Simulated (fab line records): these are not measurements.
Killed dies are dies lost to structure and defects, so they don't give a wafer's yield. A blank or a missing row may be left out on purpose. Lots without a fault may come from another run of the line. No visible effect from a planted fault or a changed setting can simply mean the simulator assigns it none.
fab line records + flow nandHarc
record
- lots=13
- wafers=39
- lastDay=24
route steps=1159 shown A_STAIRCASE@675 END@1159
lots with no fault: from the same line, run without faults
startH: the number of hours between the record's first day and the start of the first shown wafer of the lot + waitH: hours since the lot's step before + " repeats the value in the row above + L1.1+2: a row that stands for several wafers + - no value present, or no start provided + * or withheld: withheld + < > ~ a bound
route shown NAME@n: a module of which the file shows steps, and the number in the route of the first + usual: average and standard deviation across the fault-free wafers + same: alike in all rows + chamber/n: place in a boat + sites: each site's reading + _std_site: standard deviation across them + _edge_site: mean of outer sites minus mean of inner sites + radiusMm: for every site, how far away it sits from the centre of the wafer + mask NAME#n: copy n + behind: tool/chamber where the wafer was last shaped + hold: why the lot went on hold/how many hours it stayed there/how the hold came to an end + device: whichever transistor did not switch (one of n, p or np) + end of line: tests run on the same wafers once the route is complete + where a step has no rows: the recipe by itself + killed: not the wafer's yield, but the dies lost to structure and defects at the first sort + map: the dies of a wafer, with x for killed, . for not killed, _ for no die there
set.NAME: the setting as run; set.NAME@STEP: as run at that earlier step + model.NAME: the simulator's own value behind a step, which no gauge read
steps of the route over a sample of lots; a table a step, a row a wafer
services: when a tool's chamber went out of use (startH, in hours from the record's first day, below 0 if earlier), for how many hours, and the reason
## steps
# step NHARC_A_STAIRCASE_HM_DEP_462
# recipe
- targetThkA=8000
- tempC=400
- material=aC
# usual
- throttleValvePct=34.999/0.0097
| lot.wafer | tool      | chamber | startH | waitH | throttleValvePct |
|-----------|-----------|---------|--------|-------|------------------|
| L353.1    | aclDep-02 | 0       | 259.20 | 0.1   | 35.001           |
| L353.3    | "         | 0       | "      | "     | 35.002           |
| L353.6    | "         | 0       | "      | "     | 35.004           |
| L354.3    | aclDep-01 | 0       | 282.76 | 0.7   | 34.995           |
| L354.5    | "         | 0       | "      | "     | 35.000           |
| L354.6    | "         | 0       | "      | "     | 34.995           |
| L360.2    | aclDep-01 | 0       | 306.56 | 2.3   | 35.000           |
| L360.3    | "         | 0       | "      | "     | 34.992           |
| L360.4    | "         | 0       | "      | "     | 35.004           |
| L361.3    | aclDep-01 | 0       | 308.69 | 2.6   | 34.996           |
| L361.4    | "         | 0       | "      | "     | 34.973           |
| L361.6    | "         | 0       | "      | "     | 34.995           |
| L366.3    | aclDep-01 | 0       | 326.47 | 0.7   | 34.988           |
| L366.4    | "         | 0       | "      | "     | 34.985           |
| L366.5    | "         | 0       | "      | "     | 34.993           |
| L365.1    | aclDep-01 | 0       | 342.76 | 0.3   | 35.004           |
| L365.2    | "         | 0       | "      | "     | 34.998           |
| L365.3    | "         | 0       | "      | "     | 34.999           |
| L367.1    | aclDep-02 | 0       | 346.86 | 0.1   | 35.002           |
| L367.4    | "         | 0       | "      | "     | 35.003           |
| L367.6    | "         | 0       | "      | "     | 35.012           |
| L371.1    | aclDep-01 | 0       | 360.53 | 1.6   | 35.014           |
| L371.4    | "         | 0       | "      | "     | 35.005           |
| L371.5    | "         | 0       | "      | "     | 34.999           |
| L370.3    | aclDep-02 | 0       | 362.33 | 2.7   | 34.987           |
| L370.4    | "         | 0       | "      | "     | 35.007           |
| L370.5    | "         | 0       | "      | "     | 34.995           |
| L372.1    | aclDep-02 | 0       | 370.04 | 2.9   | 35.009           |
| L372.2    | "         | 0       | "      | "     | 35.001           |
| L372.5    | "         | 0       | "      | "     | 35.005           |
| L373.1    | aclDep-03 | 0       | 370.21 | 1.9   | 35.009           |
| L373.2    | "         | 0       | "      | "     | 34.984           |
| L373.3    | "         | 0       | "      | "     | 34.995           |
| L374.2    | aclDep-03 | 0       | 373.86 | 0.4   | 35.009           |
| L374.5    | "         | 0       | "      | "     | 34.994           |
| L374.6    | "         | 0       | "      | "     | 35.025           |
| L375.1    | aclDep-03 | 0       | 387.57 | 0.6   | 34.980           |
| L375.3    | "         | 0       | "      | "     | 34.992           |
| L375.5    | "         | 0       | "      | "     | 34.986           |
# step NHARC_A_STAIRCASE_ALD_415
# recipe
- targetThkA=300
- pulseTimeS=6
- aldCycles=300
- tempC=300
- material=SiO2
# usual
- aldCycles=300/0
- heaterPowerOuterW=261/27
- heaterPowerW=469/33
- precursorPulseHeightRel=0.998/0.02
| lot.wafer | tool     | chamber | startH | waitH | aldCycles | heaterPowerOuterW | heaterPowerW | precursorPulseHeightRel |
|-----------|----------|---------|--------|-------|-----------|-------------------|--------------|-------------------------|
| L353.1    | aldHk-02 | 2       | 265.27 | 0.5   | 300       | 238               | 449          | 1.001                   |
| L353.3    | "        | 3       | "      | "     | 300       | 250               | 465          | 0.998                   |
| L353.6    | "        | 1       | "      | "     | 300       | 254               | 467          | 1.023                   |
| L354.3    | aldHk-01 | 0       | 286.98 | 0.1   | 300       | 225               | 459          | 0.982                   |
| L354.6    | "        | 0       | "      | "     | 300       | 229               | 462          | 0.989                   |
| L354.5    | "        | 1       | "      | "     | 300       | 249               | 449          | 1.032                   |
| L360.3    | aldHk-04 | 1       | 311.10 | 0.1   | -         | -                 | -            | -                       |
| L360.4    | "        | 3       | "      | "     | -         | -                 | -            | -                       |
| L360.2    | "        | 0       | "      | "     | -         | -                 | -            | -                       |
| L361.3    | aldHk-02 | 0       | 312.79 | 0.1   | -         | -                 | -            | -                       |
| L361.4    | "        | 3       | "      | "     | -         | -                 | -            | -                       |
| L361.6    | "        | 0       | "      | "     | -         | -                 | -            | -                       |
| L366.3    | aldHk-04 | 3       | 331.14 | 0.4   | 300       | 229               | 440          | 1.022                   |
| L366.4    | "        | 1       | "      | "     | 300       | 289               | 474          | 0.948                   |
| L366.5    | "        | 2       | "      | "     | 300       | 262               | 481          | 0.998                   |
| L365.3    | aldHk-01 | 3       | 347.58 | 0.1   | 300       | 290               | 495          | 1.003                   |
| L365.1    | "        | 0       | "      | "     | 300       | 229               | 468          | 0.999                   |
| L365.2    | "        | 2       | "      | "     | 300       | 319               | 535          | 0.993                   |
| L367.4    | aldHk-02 | 0       | 351.94 | 0.5   | 300       | 265               | 441          | 0.997                   |
| L367.1    | "        | 1       | "      | "     | 300       | 243               | 453          | 1.051                   |
| L367.6    | "        | 3       | "      | "     | 300       | 259               | 471          | 0.983                   |
| L371.1    | aldHk-01 | 3       | 365.59 | 0.4   | 300       | 288               | 501          | 1.003                   |
| L371.4    | "        | 0       | "      | "     | 300       | 228               | 466          | 0.997                   |
| L371.5    | "        | 3       | "      | "     | 300       | 286               | 506          | 1.010                   |
| L370.3    | aldHk-01 | 1       | 367.81 | 0.5   | 300       | 247               | 447          | 0.990                   |
| L370.4    | "        | 2       | "      | "     | 300       | 305               | 524          | 0.988                   |
| L370.5    | "        | 3       | "      | "     | 300       | 287               | 496          | 1.032                   |
| L372.2    | aldHk-01 | 1       | 375.84 | 1.1   | 300       | 243               | 453          | 1.009                   |
| L372.1    | "        | 2       | "      | "     | 300       | 307               | 542          | 1.026                   |
| L372.5    | "        | 1       | "      | "     | 300       | 246               | 459          | 0.991                   |
| L373.1    | aldHk-04 | 3       | 377.13 | 1.4   | 300       | 214               | 415          | 1.002                   |
| L373.3    | "        | 1       | "      | "     | 300       | 299               | 490          | 0.975                   |
| L373.2    | "        | 2       | "      | "     | 300       | 270               | 507          | 0.986                   |
| L374.2    | aldHk-04 | 2       | 379.18 | 1.0   | 300       | 263               | 518          | 1.015                   |
| L374.6    | "        | 3       | "      | "     | 300       | 215               | 417          | 0.991                   |
| L374.5    | "        | 0       | "      | "     | 300       | 256               | 440          | 0.981                   |
| L375.1    | aldHk-04 | 1       | 392.22 | 0.1   | 300       | 300               | 490          | 0.979                   |
| L375.3    | "        | 3       | "      | "     | 300       | 218               | 403          | 0.971                   |
| L375.5    | "        | 1       | "      | "     | 300       | 303               | 475          | 0.986                   |
# step NHARC_A_STAIRCASE_ETCHBACK_416
# recipe
- targetDepthA=360
- timeS=7.2
- c4f8FlowSccm=withheld
- o2FlowSccm=8
- arFlowSccm=withheld
- rfW=600
- biasW=800
- chemistry=C4F8/O2/Ar
# usual
- oesProductAu=0.94/0.032
- rfVppV=722/4.1
| lot.wafer | tool       | chamber | startH | waitH | oesProductAu | rfHoursCounterH | rfVppV |
|-----------|------------|---------|--------|-------|--------------|-----------------|--------|
| L353.1    | rieDiel-02 | 2       | -      | -     | 0.95         | 38              | 716    |
| L353.3    | "          | 0       | "      | "     | 0.93         | 43              | 715    |
| L353.6    | "          | 2       | "      | "     | 0.93         | -               | 716    |
| L354.3    | rieDiel-02 | 3       | -      | -     | 0.94         | 49              | 724    |
| L354.6    | "          | 3       | "      | "     | 0.94         | -               | 726    |
| L354.5    | "          | 0       | "      | "     | 0.92         | -               | 716    |
| L360.2    | rieDiel-02 | 3       | -      | -     | 0.93         | 59              | 724    |
| L360.3    | "          | 1       | "      | "     | 0.94         | 59              | 721    |
| L360.4    | "          | 2       | "      | "     | 0.93         | 56              | 716    |
| L361.4    | rieDiel-11 | 3       | -      | -     | 0.92         | 35              | 728    |
| L361.3    | "          | 0       | "      | "     | 0.93         | 35              | 719    |
| L361.6    | "          | 3       | "      | "     | 0.92         | -               | 727    |
| L366.3    | rieDiel-05 | 1       | -      | -     | 0.93         | 52              | 724    |
| L366.4    | "          | 3       | "      | "     | 0.92         | 62              | 727    |
| L366.5    | "          | 2       | "      | "     | 0.92         | -               | 724    |
| L365.3    | rieDiel-02 | 3       | 351.00 | 3.0   | 0.92         | 6               | 724    |
| L365.1    | "          | 0       | "      | "     | 0.94         | 6               | 731    |
| L365.2    | "          | 1       | "      | "     | 0.93         | 6               | 722    |
| L367.1    | rieDiel-05 | 1       | -      | -     | 0.99         | 1               | 726    |
| L367.4    | "          | 3       | "      | "     | 1.01         | 2               | 727    |
| L367.6    | "          | 1       | "      | "     | 1.00         | -               | 726    |
| L371.4    | rieDiel-05 | 0       | -      | -     | 1.00         | 7               | 718    |
| L371.1    | "          | 1       | "      | "     | 0.99         | 5               | 725    |
| L371.5    | "          | 3       | "      | "     | 1.00         | -               | 726    |
| L370.4    | rieDiel-02 | 1       | -      | -     | 0.93         | 12              | 721    |
| L370.3    | "          | 0       | "      | "     | 0.95         | 13              | 732    |
| L370.5    | "          | 1       | "      | "     | 0.93         | -               | 721    |
| L372.2    | rieDiel-05 | 1       | -      | -     | 0.91         | 9               | 725    |
| L372.1    | "          | 3       | "      | "     | 0.93         | 11              | 727    |
| L372.5    | "          | 1       | "      | "     | 0.92         | -               | 725    |
| L373.3    | rieDiel-02 | 2       | -      | -     | 0.92         | 15              | 718    |
| L373.1    | "          | 0       | "      | "     | 0.94         | 16              | 730    |
| L373.2    | "          | 1       | "      | "     | 0.93         | 14              | 722    |
| L374.2    | rieDiel-02 | 2       | -      | -     | 0.93         | 15              | 717    |
| L374.5    | "          | 1       | "      | "     | 0.92         | -               | 719    |
| L374.6    | "          | 2       | "      | "     | 0.92         | -               | 715    |
| L375.3    | rieDiel-05 | 1       | -      | -     | 0.99         | 15              | 726    |
| L375.1    | "          | 3       | "      | "     | 1.00         | 12              | 727    |
| L375.5    | "          | 2       | "      | "     | 1.00         | -               | 723    |
# step NHARC_A_STAIRCASE_DEP_151
# recipe
- targetThkA=38000
- tempC=400
- targetThkNm=3800
- teosFlowSccm=200
- rfW=500
- material=SiO2
# usual
- heaterPowerOuterW=387/51
- heaterPowerW=680/71
| lot.wafer | tool     | chamber | startH | waitH | heaterPowerOuterW | heaterPowerW |
|-----------|----------|---------|--------|-------|-------------------|--------------|
| L353.1    | pecvd-01 | 2       | 279.20 | 0.5   | 464               | 744          |
| L353.3    | "        | 0       | "      | "     | 427               | 728          |
| L353.6    | "        | 0       | "      | "     | 364               | 613          |
| L354.3    | pecvd-04 | 0       | 301.57 | 0.6   | 436               | 752          |
| L354.6    | "        | 2       | "      | "     | 393               | 679          |
| L354.5    | "        | 0       | "      | "     | 337               | 616          |
| L360.3    | pecvd-02 | 0       | 326.03 | 0.4   | 423               | 686          |
| L360.2    | "        | 1       | "      | "     | 432               | 768          |
| L360.4    | "        | 1       | "      | "     | 329               | 632          |
| L361.3    | pecvd-04 | 0       | 326.22 | 0.6   | 347               | 660          |
| L361.6    | "        | 1       | "      | "     | 360               | 700          |
| L361.4    | "        | 0       | "      | "     | 345               | 638          |
| L366.3    | pecvd-04 | 1       | 345.93 | 0.5   | 429               | 840          |
| L366.5    | "        | 0       | "      | "     | 333               | 635          |
| L366.4    | "        | 2       | "      | "     | 397               | 683          |
| L365.3    | pecvd-02 | 1       | 363.20 | 0.4   | 418               | 748          |
| L365.2    | "        | 2       | "      | "     | 406               | 689          |
| L365.1    | "        | 0       | "      | "     | 409               | 664          |
| L367.1    | pecvd-04 | 2       | 363.30 | 0.5   | 491               | 806          |
| L367.6    | "        | 1       | "      | "     | 352               | 701          |
| L367.4    | "        | 2       | "      | "     | 405               | 697          |
| L371.1    | pecvd-02 | 0       | 377.60 | 0.4   | 395               | 648          |
| L371.4    | "        | 0       | "      | "     | 323               | 547          |
| L371.5    | "        | 0       | "      | "     | 324               | 546          |
| L370.3    | pecvd-02 | 0       | 383.54 | 0.8   | 330               | 554          |
| L370.4    | "        | 2       | "      | "     | 362               | 629          |
| L370.5    | "        | 0       | "      | "     | 322               | 537          |
| L372.1    | pecvd-02 | 2       | 390.14 | 0.4   | 380               | 681          |
| L372.2    | "        | 1       | "      | "     | 405               | 718          |
| L372.5    | "        | 1       | "      | "     | 321               | 639          |
| L373.2    | pecvd-04 | 0       | 390.14 | 0.4   | 430               | 761          |
| L373.1    | "        | 1       | "      | "     | 443               | 800          |
| L373.3    | "        | 2       | "      | "     | 567               | 890          |
| L374.2    | pecvd-01 | 0       | 390.15 | 0.4   | 398               | 671          |
| L374.5    | "        | 0       | "      | "     | 366               | 620          |
| L374.6    | "        | 2       | "      | "     | 400               | 639          |
| L375.1    | pecvd-01 | 2       | 406.91 | 0.4   | 434               | 724          |
| L375.3    | "        | 0       | "      | "     | 383               | 657          |
| L375.5    | "        | 2       | "      | "     | 405               | 658          |
# step NHARC_END_SORT_01
# recipe
- tempC=25
# usual
- killedAtArray=29/11
- killedAtOther=0.7/1.1
- killedAtPeriphery=3.1/2
- killedDies=33/11
- killedOpen=3.5/1.8
- killedShort=2.0/1.4
# same
- grossDies=677
| lot.wafer | tool      | chamber | startH | waitH | hold                  | killedAtArray | killedAtOther | killedAtPeriphery | killedDies | killedOpen | killedShort |
|-----------|-----------|---------|--------|-------|-----------------------|---------------|---------------|-------------------|------------|------------|-------------|
| L361.3    | prober-01 | 0       | 497.36 | 3.1   | awaitDispo/4.2h/scrap | 677           | 0             | 0                 | 677        | 7          | 1           |
| L361.4    | prober-01 | 0       | 498.15 | 3.4   | awaitDispo/4.2h/scrap | 675           | 0             | 2                 | 677        | 1          | 0           |
| L361.6    | prober-01 | 0       | 499.74 | 4.0   | awaitDispo/4.2h/scrap | 674           | 0             | 3                 | 677        | 8          | 0           |
| L360.2    | prober-02 | 0       | 500.48 | 2.8   | awaitDispo/4.9h/scrap | 671           | 0             | 6                 | 677        | 2          | 1           |
| L360.3    | prober-02 | 0       | 501.28 | 3.1   | awaitDispo/4.9h/scrap | 674           | 0             | 3                 | 677        | 1          | 1           |
| L360.4    | prober-02 | 0       | 502.08 | 3.4   | awaitDispo/4.9h/scrap | 673           | 0             | 4                 | 677        | 2          | 1           |
| L366.3    | prober-02 | 0       | 519.80 | 3.1   | -                     | 28            | 0             | 2                 | 30         | 3          | 3           |
| L366.4    | prober-02 | 0       | 520.60 | 3.4   | -                     | 34            | 0             | 1                 | 35         | 3          | 5           |
| L366.5    | prober-02 | 0       | 521.41 | 3.7   | -                     | 39            | 1             | 0                 | 40         | 2          | 4           |
| L374.2    | prober-02 | 0       | 554.59 | 2.8   | -                     | 21            | 2             | 2                 | 25         | 4          | 2           |
| L374.5    | prober-02 | 0       | 556.96 | 3.7   | -                     | 18            | 0             | 4                 | 22         | 4          | 0           |
| L374.6    | prober-02 | 0       | 557.74 | 3.9   | -                     | 29            | 1             | 4                 | 34         | 4          | 2           |
| L370.3    | prober-01 | 0       | 556.05 | 3.1   | -                     | 49            | 0             | 5                 | 54         | 2          | 2           |
| L370.4    | prober-01 | 0       | 556.85 | 3.4   | -                     | 54            | 0             | 1                 | 55         | 3          | 2           |
| L370.5    | prober-01 | 0       | 557.65 | 3.7   | -                     | 40            | 4             | 2                 | 46         | 3          | 2           |
| L371.1    | prober-02 | 0       | 561.53 | 2.5   | -                     | 19            | 2             | 2                 | 23         | 5          | 3           |
| L371.4    | prober-02 | 0       | 563.93 | 3.4   | -                     | 8             | 0             | 0                 | 8          | 1          | 1           |
| L371.5    | prober-02 | 0       | 564.73 | 3.7   | -                     | 15            | 1             | 2                 | 18         | 1          | 1           |
| L373.1    | prober-01 | 0       | 562.23 | 2.5   | -                     | 40            | 2             | 0                 | 42         | 0          | 3           |
| L373.2    | prober-01 | 0       | 563.03 | 2.8   | -                     | 37            | 1             | 2                 | 40         | 6          | 2           |
| L373.3    | prober-01 | 0       | 563.84 | 3.1   | -                     | 47            | 2             | 0                 | 49         | 5          | 1           |
| L372.1    | prober-02 | 0       | 569.31 | 2.5   | -                     | 33            | 1             | 3                 | 37         | 6          | 2           |
| L372.2    | prober-02 | 0       | 570.11 | 2.8   | -                     | 32            | 1             | 2                 | 35         | 3          | 1           |
| L372.5    | prober-02 | 0       | 572.53 | 3.7   | -                     | 48            | 1             | 3                 | 52         | 2          | 4           |
| L375.1    | prober-01 | 0       | 570.08 | 2.5   | -                     | 15            | 0             | 4                 | 19         | 2          | 2           |
| L375.3    | prober-01 | 0       | 571.69 | 3.1   | -                     | 23            | 0             | 4                 | 27         | 2          | 3           |
| L375.5    | prober-01 | 0       | 573.31 | 3.7   | -                     | 23            | 0             | 1                 | 24         | 0          | 5           |
# killed by level:class
L361.3 A_STAIRCASE:areaAld=647 A_CHANNEL_HOLE_D1:chamberFilmFlake=17 A_CONTACT:chamberFilmFlake=3 A_SGD_CUT:geometricParticle:open=2 A_CONTACT:geometricParticle:open=2 A_M0:geometricParticle:open=2 A_STAIRCASE:chamberFilmFlake=2 A_ONON_D1:geometricParticle:short=1
L361.4 A_STAIRCASE:areaAld=652 A_CHANNEL_HOLE_D1:chamberFilmFlake=17 A_STAIRCASE:chamberFilmFlake=4 A_M0:geometricParticle:open=1 P_ZERO_WELL:chamberFilmFlake=1 P_STI:chamberFilmFlake=1 A_CONTACT:chamberFilmFlake=1
L361.6 A_STAIRCASE:areaAld=650 A_CHANNEL_HOLE_D1:chamberFilmFlake=15 A_ONON_D1:geometricParticle:open=2 A_SGD_CUT:geometricParticle:open=2 P_ZERO_WELL:chamberFilmFlake=2 P_CONTACT:geometricParticle:open=1 A_CONTACT:geometricParticle:open=1 A_M0:geometricParticle:open=1
L360.2 A_STAIRCASE:areaAld=651 A_SLIT:chamberFilmFlake=10 P_M2:chamberFilmFlake=4 A_CONTACT:chamberFilmFlake=4 A_CHANNEL_HOLE_D1:chamberFilmFlake=2 P_M0:geometricParticle:open=1 A_SOURCE_PLATE:geometricParticle:short=1 A_M1:geometricParticle:open=1
L360.3 A_STAIRCASE:areaAld=653 A_SLIT:chamberFilmFlake=8 A_CONTACT:chamberFilmFlake=5 P_M2:chamberFilmFlake=2 A_CHANNEL_HOLE_D1:chamberFilmFlake=2 A_STAIRCASE:chamberFilmFlake=2 A_WL_FILL:chamberFilmFlake=2 A_SGD_CUT:geometricParticle:open=1
L360.4 A_STAIRCASE:areaAld=649 A_SLIT:chamberFilmFlake=14 P_ZERO_WELL:chamberFilmFlake=2 P_M2:chamberFilmFlake=2 A_CHANNEL_HOLE_D1:chamberFilmFlake=2 A_STAIRCASE:chamberFilmFlake=2 A_CONTACT:chamberFilmFlake=2 A_CHANNEL_HOLE_D1:geometricParticle:short=1
L366.3 A_SLIT:chamberFilmFlake=12 A_CHANNEL_HOLE_D1:chamberFilmFlake=4 A_STAIRCASE:chamberFilmFlake=4 A_SGD_CUT:geometricParticle:short=2 A_CONTACT:chamberFilmFlake=2 P_CONTACT:geometricParticle:open=1 A_CHANNEL_HOLE_D1:geometricParticle:open=1 A_CHANNEL_FILL_D1:geometricParticle:short=1
L366.4 A_SLIT:chamberFilmFlake=13 A_STAIRCASE:chamberFilmFlake=8 A_CHANNEL_HOLE_D1:chamberFilmFlake=3 A_WL_FILL:chamberFilmFlake=2 P_CONTACT:geometricParticle:open=1 A_ONON_D1:geometricParticle:short=1 A_ONON_D1:geometricParticle:open=1 A_SGD_CUT:geometricParticle:short=1
L366.5 A_SLIT:chamberFilmFlake=18 A_STAIRCASE:chamberFilmFlake=8 A_CHANNEL_HOLE_D1:chamberFilmFlake=6 A_CHANNEL_FILL_D1:geometricParticle:short=2 A_SGD_CUT:geometricParticle:short=2 A_CHANNEL_HOLE_D1:geometricParticle:open=1 A_SGD_CUT:geometricParticle:open=1 A_CONTACT:chamberFilmFlake=1
L374.2 A_CHANNEL_HOLE_D1:chamberFilmFlake=6 A_CONTACT:chamberFilmFlake=6 A_STAIRCASE:chamberFilmFlake=4 A_CHANNEL_FILL_D1:geometricParticle:short=2 THIN_TSV:chamberFilmFlake=2 P_CONTACT:geometricParticle:open=1 A_CHANNEL_FILL_D1:geometricParticle:open=1 A_WL_FILL:geometricParticle:open=1
L370.3 A_CHANNEL_HOLE_D1:chamberFilmFlake=22 A_SLIT:chamberFilmFlake=15 A_STAIRCASE:chamberFilmFlake=5 A_CONTACT:chamberFilmFlake=5 P_GATE:chamberFilmFlake=3 P_M0:geometricParticle:short=1 P_BONDPAD:geometricParticle:open=1 A_CHANNEL_FILL_D1:geometricParticle:short=1
L370.4 A_CHANNEL_HOLE_D1:chamberFilmFlake=25 A_SLIT:chamberFilmFlake=13 A_CONTACT:chamberFilmFlake=6 A_M0:geometricParticle:short=2 A_STAIRCASE:chamberFilmFlake=2 A_WL_FILL:chamberFilmFlake=2 A_ONON_D1:geometricParticle:open=1 A_WL_FILL:geometricParticle:open=1
L374.5 A_STAIRCASE:chamberFilmFlake=9 A_CHANNEL_HOLE_D1:chamberFilmFlake=4 P_GATE:chamberFilmFlake=2 A_CONTACT:chamberFilmFlake=2 P_M0:geometricParticle:open=1 A_BLC:geometricParticle:open=1 A_M0:geometricParticle:open=1 A_BONDPAD:geometricParticle:open=1
L370.5 A_CHANNEL_HOLE_D1:chamberFilmFlake=21 A_SLIT:chamberFilmFlake=10 A_STAIRCASE:chamberFilmFlake=4 THIN_TSV:chamberFilmFlake=3 A_CONTACT:geometricParticle:open=2 P_GATE:chamberFilmFlake=2 A_ONON_D1:geometricParticle:open=1 A_CONTACT:geometricParticle:short=1
L374.6 A_CHANNEL_HOLE_D1:chamberFilmFlake=9 A_STAIRCASE:chamberFilmFlake=7 A_CONTACT:chamberFilmFlake=4 A_CHANNEL_FILL_D1:geometricParticle:open=2 A_CHANNEL_FILL_D1:chamberFilmFlake=2 THIN_TSV:chamberFilmFlake=1 P_M1:geometricParticle:open=1 A_SOURCE_PLATE:geometricParticle:short=1
L371.1 A_CHANNEL_HOLE_D1:chamberFilmFlake=6 A_STAIRCASE:chamberFilmFlake=5 A_CHANNEL_FILL_D1:geometricParticle:open=3 A_M0:geometricParticle:short=2 THIN_TSV:chamberFilmFlake=2 P_GATE:geometricParticle:open=1 A_ONON_D1:geometricParticle:open=1 A_ONON_D1:geometricParticle:short=1
L373.1 A_CHANNEL_HOLE_D1:chamberFilmFlake=25 A_CONTACT:chamberFilmFlake=7 A_STAIRCASE:chamberFilmFlake=5 A_ONON_D1:geometricParticle:short=1 A_SLIT:geometricParticle:short=1 STARTING-WAFER:geometricParticle:short=1 A_SLIT:chamberFilmFlake=1 THIN_TSV:chamberFilmFlake=1
L373.2 A_CHANNEL_HOLE_D1:chamberFilmFlake=25 A_CONTACT:chamberFilmFlake=4 A_M1:geometricParticle:open=2 P_GATE:geometricParticle:open=1 A_CHANNEL_FILL_D1:geometricParticle:open=1 A_CHANNEL_FILL_D1:geometricParticle:short=1 A_SGD_CUT:geometricParticle:short=1 A_SGD_CUT:geometricParticle:open=1
L373.3 A_CHANNEL_HOLE_D1:chamberFilmFlake=31 A_CONTACT:chamberFilmFlake=6 A_STAIRCASE:chamberFilmFlake=2 A_SLIT:chamberFilmFlake=2 A_ONON_D1:geometricParticle:open=1 A_CHANNEL_FILL_D1:geometricParticle:open=1 A_CHANNEL_FILL_D1:geometricParticle:short=1 A_SGD_CUT:geometricParticle:open=1
L371.4 A_CHANNEL_HOLE_D1:chamberFilmFlake=3 A_STAIRCASE:chamberFilmFlake=3 A_CHANNEL_FILL_D1:geometricParticle:open=1 A_CONTACT:geometricParticle:short=1
L371.5 A_CHANNEL_HOLE_D1:chamberFilmFlake=10 P_GATE:chamberFilmFlake=2 A_STAIRCASE:chamberFilmFlake=2 A_BLC:geometricParticle:open=1 A_M0:geometricParticle:short=1 A_ZERO_WELL:chamberFilmFlake=1 THIN_TSV:chamberFilmFlake=1
L372.1 A_SLIT:chamberFilmFlake=13 A_CHANNEL_HOLE_D1:chamberFilmFlake=8 A_CONTACT:geometricParticle:open=2 A_M0:geometricParticle:open=2 A_ZERO_WELL:chamberFilmFlake=2 A_CONTACT:chamberFilmFlake=2 P_M0:geometricParticle:open=1 A_SGD_CUT:geometricParticle:open=1
L375.1 A_CHANNEL_HOLE_D1:chamberFilmFlake=6 P_ZERO_WELL:chamberFilmFlake=2 A_STAIRCASE:chamberFilmFlake=2 A_WL_FILL:chamberFilmFlake=2 A_CONTACT:chamberFilmFlake=2 P_CONTACT:geometricParticle:short=1 P_M0:geometricParticle:open=1 A_CHANNEL_FILL_D1:geometricParticle:short=1
L372.2 A_SLIT:chamberFilmFlake=18 A_CHANNEL_HOLE_D1:chamberFilmFlake=8 A_CONTACT:chamberFilmFlake=2 P_M0:geometricParticle:open=1 A_ONON_D1:geometricParticle:open=1 A_CONTACT:geometricParticle:short=1 P_STI:chamberFilmFlake=1 STARTING-WAFER:geometricParticle:open=1
L375.3 A_CHANNEL_HOLE_D1:chamberFilmFlake=9 A_CONTACT:chamberFilmFlake=4 P_ZERO_WELL:chamberFilmFlake=3 A_ZERO_WELL:chamberFilmFlake=2 A_STAIRCASE:chamberFilmFlake=2 P_GATE:geometricParticle:short=1 A_SGD_CUT:geometricParticle:short=1 A_CONTACT:geometricParticle:open=1
L372.5 A_SLIT:chamberFilmFlake=22 A_CHANNEL_HOLE_D1:chamberFilmFlake=10 A_ZERO_WELL:chamberFilmFlake=5 P_M1:chamberFilmFlake=2 A_WL_FILL:chamberFilmFlake=2 A_CONTACT:chamberFilmFlake=2 A_ONON_D1:geometricParticle:short=1 A_CHANNEL_HOLE_D1:geometricParticle:open=1
L375.5 A_CHANNEL_HOLE_D1:chamberFilmFlake=9 A_CONTACT:chamberFilmFlake=5 A_STAIRCASE:chamberFilmFlake=4 A_WL_FILL:geometricParticle:short=2 A_SOURCE_PLATE:geometricParticle:short=1 A_ONON_D1:geometricParticle:short=1 A_CHANNEL_FILL_D1:geometricParticle:short=1 P_ZERO_WELL:chamberFilmFlake=1
## services
| tool       | chamber | startH | hours | kind   |
|------------|---------|--------|-------|--------|
| pecvd-01   | -       | 237.02 | 13.0  | pm     |
| rieDiel-02 | 2       | 274.32 | 1.4   | repair |
| rieDiel-11 | 3       | 278.25 | 3.4   | repair |
| aldHk-02   | -       | 280.00 | 10.0  | pm     |
| pecvd-04   | 2       | 284.33 | 4.0   | repair |
| pecvd-04   | 0       | 291.34 | 4.0   | repair |
| aclDep-01  | -       | 293.25 | 13.0  | pm     |
| rieDiel-05 | 0       | 294.72 | 5.7   | repair |
| rieDiel-02 | 0       | 303.23 | 3.9   | repair |
| aldHk-02   | -       | 304.51 | 2.8   | repair |
| rieDiel-05 | 1       | 305.50 | 14.4  | repair |
| pecvd-04   | -       | 311.58 | 1.2   | repair |
| rieDiel-11 | 3       | 319.62 | 27.1  | repair |
| rieDiel-11 | 2       | 319.79 | 1.4   | repair |
| rieDiel-02 | -       | 327.82 | 9.0   | pm     |
| pecvd-02   | -       | 334.56 | 13.0  | pm     |
| rieDiel-05 | -       | 340.70 | 9.0   | pm     |
| aclDep-02  | -       | 348.72 | 13.0  | pm     |
| rieDiel-05 | -       | 352.65 | 0.9   | repair |
| pecvd-04   | -       | 376.04 | 13.0  | pm     |
| pecvd-02   | -       | 380.20 | 1.2   | repair |
| rieDiel-05 | 3       | 381.74 | 12.5  | repair |
| rieDiel-02 | 2       | 393.04 | 4.7   | repair |
| aldHk-01   | -       | 398.51 | 2.2   | repair |
## key
firstSign
- step=NHARC_A_STAIRCASE_ALD_415
- reading=toolRecord
- direction=missing
effect
- step=NHARC_END_SORT_01
- reading=killedDies
- direction=up
- sigmas=61
- usual=33
- struck=677
moreKillsBornAt
- NHARC_A_STAIRCASE_ALD_415@aldHk-04=1953
- NHARC_A_STAIRCASE_ALD_415@aldHk-02=1949
metAt NHARC_A_STAIRCASE_ALD_415
struckLots L360,L361
laterRowsLeftOut L360.2,L360.3,L360.4,L361.3,L361.4,L361.6
testerLeftOut L360,L361
notActingAt NHARC_A_STAIRCASE_HM_DEP_462,NHARC_A_STAIRCASE_ETCHBACK_416,NHARC_A_STAIRCASE_DEP_151
onsetBetween 265.27 311.10
fault
- kind=skippedStepWhole
- tool=aldHk-02,aldHk-04
- chamber=-
- onsetH=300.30
- steps=NHARC_A_STAIRCASE_ALD_415
- scope=struckLotsOnly
# testerLeftOut: of these lots the tester's yield and bins aren't shown, on N5 and GAA mostly nor the transistor test; their killed dies are dies lost to structure and defects alone, not to doping, threshold or leakage, so they don't give the yield
# laterRowsLeftOut: the simulator's readings of these wafers behind a module that went badly wrong aren't trusted and aren't shown, but for the sort
